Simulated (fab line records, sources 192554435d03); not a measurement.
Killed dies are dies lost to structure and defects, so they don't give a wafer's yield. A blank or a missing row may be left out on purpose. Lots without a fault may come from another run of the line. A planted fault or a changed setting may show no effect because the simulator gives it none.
Chamber matching | flow n5_finfet | N5_BEOL_M9_CURE_71 on uv_cure-01: 3 sister chambers
The step cures SiCOH lowk, time 240 s. 6 wafers are shown with their chamber, then 9 later ones without.

WAFERS WITH THEIR CHAMBER
wafer  | chamber | wafer_temp_C_max | lamp_power_pct (%)
L075.5 | 0       | 387.1            | 52.36
L075.6 | 0       | 387.2            | 52.34
L082.3 | 2       | 388.2            | 52.34
L082.6 | 2       | 387.7            | 52.31
L083.4 | 1       | 387.8            | 52.35
L083.6 | 1       | 387.3            | 52.32

WAFERS WITHOUT THEIR CHAMBER
wafer  | wafer_temp_C_max | lamp_power_pct (%)
L083.2 | 387.8            | 52.36
L083.3 | 388.6            | 52.34
L083.5 | 388.7            | 52.38
L090.3 | 388.3            | 52.28
L090.4 | 388.3            | 52.32
L090.6 | 388.1            | 52.21
L089.1 | 387.2            | 52.39
L089.2 | 387.4            | 52.21
L089.4 | 388.7            | 52.34

WHICH CHAMBER EACH WENT THROUGH
wafer  | from the rows above          | in truth
L083.2 | can't be placed: 1 or 2 or 0 | 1
L083.3 | can't be placed: 2 or 1      | 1
L083.5 | can't be placed: 2 or 1 or 0 | 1
L090.3 | can't be placed: 2 or 1      | 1
L090.4 | can't be placed: 2 or 1      | 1
L090.6 | can't be placed: 2 or 1 or 0 | 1
L089.1 | can't be placed: 0 or 1      | 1
L089.2 | can't be placed: 2 or 1 or 0 | 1
L089.4 | can't be placed: 2 or 1      | 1
Placed correctly: 0 of 9. Can't be placed from these rows: 9 (the true chamber is among the candidates in 9). Placed wrongly: 0.
How it was worked out, from the rows above alone: a wafer's distance from a chamber is the root of the sum, over the readings, of the square of ((its reading less the chamber's mean) divided by the reading's scatter). The wafer belongs to the nearest chamber; if the next one is less than 2 further off, it can't be placed. A chamber's mean is the mean of its shown wafers. The scatter: the root of (the sum of the squares of (reading less its chamber's mean) over the shown wafers, divided by (wafers less chambers)).
